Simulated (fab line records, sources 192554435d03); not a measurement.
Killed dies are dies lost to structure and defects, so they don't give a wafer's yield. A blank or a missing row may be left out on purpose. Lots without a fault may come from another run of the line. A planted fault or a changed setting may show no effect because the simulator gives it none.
fab line records | flow n5_finfet
record lots=11 wafers=33 last_day=20
route steps=1938 shown BEOL_M5@1177 BEOL_M6@1196 PASSIVATION@1936
lots that met no fault: from a run of the same line without faults
start_h: hours from the record's first day to the start of the lot's first wafer shown | wait_h: hours since the lot's step before | " the same as in the row above | L1.1+2: a row that stands for several wafers | - no value, or no start given | * or withheld: withheld | < > ~ a bound
route shown NAME@n: a module of which the file shows steps, and the number in the route of the first | usual: mean/standard deviation of fault-free wafers | same: alike in all rows | chamber/n: place in a boat | sites: the reading at each site | _std_site: their standard deviation | _edge_site: outer sites' mean less inner sites' | radius_mm: how far each site lies from the wafer's centre | mask NAME#n: copy n | behind: the tool/chamber that last shaped the wafer | hold: why the lot was held/for how many hours/how that ended | device: the transistor (n, p or np) that didn't switch | end of line: the same wafers' tests at the end of the route | a step without rows: its recipe alone | killed: dies lost to structure and defects at the first sort, not the wafer's yield | map: a wafer's dies, x killed, . not, _ none there
set.NAME: the setting as run; set.NAME@STEP: as run at that earlier step | model.NAME: the simulator's own value behind a step, which no gauge read
steps of the route over a sample of lots; a table a step, a row a wafer
services: from which hour (start_h, from the record's first day; less than 0 if before it) a tool's chamber was out of use, for how many hours, and why
## steps
# step N5_BEOL_M5_SPUTTER_81
# recipe material=Cu target_thk_a=150 temp_c=-20 chamber_pressure_pa=0.07 power_w=withheld time_s=27.62
# usual throttle_valve_pct=29.7/0.67
# columns lot.wafer tool chamber start_h wait_h throttle_valve_pct
L263.1 pvd_sputter-03 - 232.70 0.5 30.6
L263.5 " - " " 29.8
L263.6 " - " " 30.6
L265.1 pvd_sputter-02 - 247.94 0.5 29.2
L265.2 " - " " 29.7
L265.3 " - " " 30.0
L267.2 pvd_sputter-03 - 255.28 0.5 29.1
L267.3 " - " " 29.1
L267.4 " - " " 29.8
L270.3 pvd_sputter-03 - 296.81 0.5 30.6
L270.5 " - " " 30.9
L270.6 " - " " 30.0
L272.2 pvd_sputter-01 - 305.96 0.5 29.8
L272.3 " - " " 30.1
L272.5 " - " " 28.2
L274.1 pvd_sputter-02 - 306.91 0.5 30.1
L274.3 " - " " 29.9
L274.6 " - " " 29.8
L273.1 pvd_sputter-02 - 312.08 0.5 28.7
L273.2 " - " " 29.4
L273.5 " - " " 30.4
L275.2 pvd_sputter-01 - 314.44 0.5 31.1
L275.3 " - " " 30.1
L275.5 " - " " 28.1
L278.3 pvd_sputter-01 - 322.73 0.5 30.0
L278.4 " - " " 28.4
L278.5 " - " " 30.3
L277.2 pvd_sputter-02 - 333.88 0.5 29.6
L277.4 " - " " 30.1
L277.6 " - " " 29.9
L283.1 pvd_sputter-02 - 371.24 0.5 29.2
L283.2 " - " " 29.7
L283.4 " - " " 29.9
# step N5_BEOL_M6_THK_MEAS_01
# recipe reads=SiCOH_lowk_of_BEOL_M6_ILD_DEP_00
# usual M6_ILD_THK=154.5/2.3
# columns lot.wafer tool chamber start_h wait_h M6_ILD_THK[nm]
L263.1 film_metro-02 - 238.15 0.8 151.8
L263.5 " - " " 156.3
L263.6 " - " " 155.2
L265.1 film_metro-02 - 255.52 0.4 154.1
L265.2 " - " " 155.0
L265.3 " - " " 154.6
L267.2 film_metro-02 - 260.24 0.4 154.2
L267.3 " - " " 153.5
L267.4 " - " " 155.9
L270.3 film_metro-01 - 302.11 0.3 149.4
L270.5 " - " " 152.1
L270.6 " - " " 151.9
L272.2 film_metro-02 - 311.45 0.7 153.7
L272.3 " - " " 154.3
L272.5 " - " " 159.6
L274.1 film_metro-01 - 311.88 0.4 151.7
L274.3 " - " " 153.7
L274.6 " - " " 154.7
L273.1 film_metro-02 - 317.51 0.8 153.5
L273.2 " - " " 152.0
L273.5 " - " " 153.7
L275.2 film_metro-01 - 320.64 0.7 155.3
L275.3 " - " " 154.4
L275.5 " - " " 158.2
L278.3 film_metro-02 - 327.68 0.3 152.0
L278.4 " - " " 156.8
L278.5 " - " " 153.9
L277.2 film_metro-02 - 340.03 0.4 153.9
L277.4 " - " " 157.6
L277.6 " - " " 157.2
L283.1 film_metro-01 - 376.26 0.4 153.1
L283.2 " - " " 155.2
L283.4 " - " " 156.8
# step N5_BEOL_M6_EXPOSE_08
# recipe mask_id=M6 na=1.35 source_shape=dipole sigma_inner=0.817 sigma_outer=0.97 polarization=te dose_mj=68.25
# usual exposure_dose_mJ_cm2=68.18/0.079 stage_vel_mm_s=499.97/0.26
# columns lot.wafer tool chamber start_h wait_h mask exposure_dose_mJ_cm2 stage_vel_mm_s
L263.1 arfi_scanner-03 0 239.65 - M6#0 68.27 499.98
L263.5 " 0 " " M6#0 68.22 500.32
L263.6 " 0 " " M6#0 68.35 500.05
L265.1 arfi_scanner-02 0 256.99 - M6#0 68.19 499.96
L265.2 " 0 " " M6#0 68.19 500.24
L265.3 " 0 " " M6#0 68.09 500.23
L267.2 arfi_scanner-02 0 261.42 - M6#0 68.15 499.84
L267.3 " 0 " " M6#0 68.23 499.84
L267.4 " 0 " " M6#0 68.20 500.37
L270.3 arfi_scanner-03 0 304.02 - M6#0 68.17 499.91
L270.5 " 0 " " M6#0 68.22 499.93
L270.6 " 0 " " M6#0 68.25 500.29
L272.2 arfi_scanner-02 0 313.28 - M6#0 66.99 499.87
L272.3 " 0 " " M6#0 67.01 499.89
L272.5 " 0 " " M6#0 67.00 500.11
L274.1 arfi_scanner-03 0 313.44 - M6#0 68.15 499.97
L274.3 " 0 " " M6#0 68.22 499.86
L274.6 " 0 " " M6#0 68.16 500.06
L273.1 arfi_scanner-02 0 318.37 - M6#0 67.16 499.86
L273.2 " 0 " " M6#0 67.25 499.52
L273.5 " 0 " " M6#0 67.19 499.99
L275.2 arfi_scanner-01 0 322.27 - M6#0 68.14 499.73
L275.3 " 0 " " M6#0 68.06 500.09
L275.5 " 0 " " M6#0 68.14 500.17
L278.3 arfi_scanner-03 0 328.17 - M6#0 68.13 499.40
L278.4 " 0 " " M6#0 68.27 499.46
L278.5 " 0 " " M6#0 68.10 499.71
L277.2 arfi_scanner-03 0 340.66 - M6#0 68.07 499.91
L277.4 " 0 " " M6#0 68.09 500.14
L277.6 " 0 " " M6#0 68.18 500.42
L283.1 arfi_scanner-03 0 378.71 - M6#0 68.30 499.69
L283.2 " 0 " " M6#0 68.22 500.27
L283.4 " 0 " " M6#0 68.21 499.80
# step N5_BEOL_M6_STRIP_67
# recipe chemistry=CF4 resist=SiARC power_w=300 bias_power_w=75 pressure_mtorr=50 cf4_flow_sccm=150 rf_frequency_hz=6e+07
# usual drypump_motor_current_A=5.5/0.37 oes_product_au=0.82/0.069 rf_vpp_V=272.0/1.5 showerhead_plenum_p_Torr=1.84/0.044 throttle_valve_pct=13.35/0.29
# columns lot.wafer tool chamber start_h wait_h drypump_motor_current_A oes_product_au rf_hours_counter_h rf_vpp_V showerhead_plenum_p_Torr throttle_valve_pct
L263.1 rie_diel-01 0 240.12 0.0 5.9 0.86 43 274.0 1.89 13.05
L263.5 " 1 " " 5.3 0.71 - 271.6 1.86 13.87
L263.6 " 0 " " 5.9 0.85 - 273.2 1.89 13.03
L265.1 rie_diel-01 0 257.54 0.0 5.9 0.85 48 272.5 1.89 13.06
L265.2 " 3 " " 5.2 0.85 56 271.9 1.83 13.30
L265.3 " 2 " " 5.9 0.80 92 274.0 1.87 13.29
L267.2 rie_diel-01 1 261.88 0.0 5.3 0.71 235 272.9 1.86 13.89
L267.3 " 0 " " 5.9 0.84 50 272.4 1.89 13.06
L267.4 " 3 " " 5.2 0.85 58 271.9 1.83 13.32
L270.3 rie_diel-06 0 304.53 0.0 5.2 0.86 47 272.5 1.84 13.10
L270.5 " 3 " " 4.9 0.67 - 267.2 1.71 13.78
L270.6 " 0 " " 5.2 0.87 - 272.6 1.84 13.09
L272.2 rie_diel-01 0 313.87 0.0 5.9 0.82 67 273.1 1.88 13.11
L272.3 " 3 " " 5.2 0.82 75 271.1 1.82 13.38
L272.5 " 0 " " 5.9 0.82 - 274.2 1.88 13.10
L274.1 rie_diel-01 2 314.13 0.0 5.9 0.77 110 271.6 1.86 13.34
L274.3 " 3 " " 5.2 0.82 75 271.4 1.82 13.36
L274.6 " 3 " " 5.2 0.83 - 271.4 1.82 13.35
L273.1 rie_diel-04 3 318.83 0.0 5.5 0.83 55 270.7 1.83 13.20
L273.2 " 2 " " 6.0 0.69 245 270.4 1.76 13.77
L273.5 " 2 " " 6.0 0.70 - 269.2 1.76 13.77
L275.2 rie_diel-06 3 322.71 0.0 4.9 0.96 1 274.4 1.92 13.25
L275.3 " 0 " " 5.2 0.85 54 271.9 1.84 13.12
L275.5 " 3 " " 4.9 0.96 - 275.0 1.92 13.24
L278.3 rie_diel-06 2 328.61 0.0 5.6 0.87 42 272.0 1.81 13.08
L278.4 " 3 " " 4.9 0.95 2 275.0 1.92 13.23
L278.5 " 2 " " 5.6 0.87 - 274.5 1.81 13.07
L277.2 rie_diel-06 1 341.11 0.0 5.6 0.77 137 270.9 1.78 13.70
L277.4 " 3 " " 4.9 0.92 7 273.4 1.92 13.24
L277.6 " 1 " " 5.6 0.77 - 271.1 1.78 13.70
L283.1 rie_diel-01 2 379.28 0.0 5.9 0.75 135 273.9 1.85 13.38
L283.2 " 3 " " 5.2 0.79 100 272.7 1.81 13.42
L283.4 " 0 " " 5.9 0.80 88 274.3 1.87 13.17
# step N5_PASSIVATION_PROBE_49
# usual defect_limited_yield=91.3/1.4 killed_at_M0_to_M3=34/10 killed_at_M4_up=14/5.5 killed_at_contacts=12/6 killed_at_front_end=40/10 killed_at_other=3.0/2.4 killed_dies=103/17 killed_open=68/13 killed_short=34/7.8 sort_bin_5_function=5.1/0.97 sort_bin_6_memory=3.3/0.66 sort_n_pass=1077/17 sort_yield_pct=91.2/1.4
# same gross_dies=1180 killed_at_back_side=0 sort_bin_4_leakage[%]=0 sort_bin_8_speed[%]=0
# columns lot.wafer tool chamber start_h wait_h defect_limited_yield[%] killed_at_M0_to_M3 killed_at_M4_up killed_at_contacts killed_at_front_end killed_at_other killed_dies killed_open killed_short sort_bin_5_function[%] sort_bin_6_memory[%] sort_n_pass sort_yield_pct[%]
L274.1 prober-01 - 401.46 0.0 90.9 30 7 18 52 0 107 76 29 5.4 3.4 1073 90.9
L274.3 prober-01 - 401.56 0.1 93.9 25 4 7 33 3 72 42 26 3.2 2.3 1108 93.9
L274.6 prober-01 - 401.71 0.3 90.7 28 19 17 45 1 110 73 37 4.7 4.1 1070 90.7
# killed by level:class
L274.1 FIN_SAQP:geometric_particle:open=19 MOL_CONTACT_COAG:geometric_particle:open=14 BEOL_M3:geometric_particle:open=10 ILD0:geometric_particle:short=6 BEOL_M0_SAQP:geometric_particle:open=6 STI_FIN_REVEAL:geometric_particle:open=5 BEOL_M1:geometric_particle:open=5 FIN_SAQP:geometric_particle:short=4
L274.3 FIN_SAQP:geometric_particle:open=7 MOL_CONTACT_COAG:geometric_particle:open=6 BEOL_M3:geometric_particle:short=6 BEOL_M2:geometric_particle:open=5 BEOL_M0_SAQP:geometric_particle:open=5 FIN_SAQP:geometric_particle:short=4 BEOL_M0_SAQP:geometric_particle:short=4 STARTING-WAFER:geometric_particle:short=4
L274.6 FIN_SAQP:geometric_particle:open=21 MOL_CONTACT_COAG:geometric_particle:open=11 BEOL_M4:geometric_particle:open=11 FIN_SAQP:geometric_particle:short=7 MOL_CONTACT_COAG:geometric_particle:short=6 BEOL_M0_SAQP:geometric_particle:short=6 BEOL_M3:geometric_particle:open=5 BEOL_M1:geometric_particle:short=4
## services
# columns tool chamber start_h hours kind
arfi_scanner-02 - 208.87 1.0 pm
arfi_scanner-03 - 208.96 1.0 pm
arfi_scanner-02 - 212.55 1.3 pm
arfi_scanner-03 - 230.30 1.0 pm
arfi_scanner-02 - 231.36 1.6 repair
arfi_scanner-03 - 242.49 6.5 repair
rie_diel-01 - 252.18 2.8 pm
arfi_scanner-02 - 254.95 1.0 pm
arfi_scanner-03 - 257.45 1.3 pm
arfi_scanner-03 - 259.00 2.4 repair
arfi_scanner-02 - 263.30 0.4 repair
arfi_scanner-02 - 268.92 0.8 pm
arfi_scanner-03 - 276.10 1.0 pm
arfi_scanner-03 - 304.30 0.8 pm
arfi_scanner-02 - 324.52 4.9 pm
arfi_scanner-02 - 338.05 1.3 pm
pvd_sputter-01 - 344.74 1.6 repair
pvd_sputter-02 - 351.20 11.7 repair
arfi_scanner-03 - 351.91 3.3 repair
arfi_scanner-02 - 354.04 23.0 repair
rie_diel-06 1 354.22 10.2 repair
rie_diel-01 0 354.91 5.7 repair
arfi_scanner-02 - 377.87 1.0 pm
pvd_sputter-03 - 378.22 3.7 repair
## key
first_sign step=N5_BEOL_M6_EXPOSE_08 reading=exposure_dose_mJ_cm2 direction=down sigmas=14 usual=68.18 struck=67.10
effect none on later readings
met_at N5_BEOL_M6_EXPOSE_08
struck_lots L272,L273
loop_trim step=N5_BEOL_M6_EXPOSE_08 setting=dose lots=L273
not_acting_at N5_BEOL_M5_SPUTTER_81,N5_BEOL_M6_THK_MEAS_01,N5_BEOL_M6_STRIP_67
onset_between 261.42 313.28
fault kind=process_parameter_drift tool=arfi_scanner-02 chamber=- onset_h=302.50 steps=N5_BEOL_M6_EXPOSE_08 channel=dose_mj offset=-1.2734 shape=step acts_in=these_recipes_only stated=68.25
# loop_trim: a control loop set the setting to another value than it would have without faults
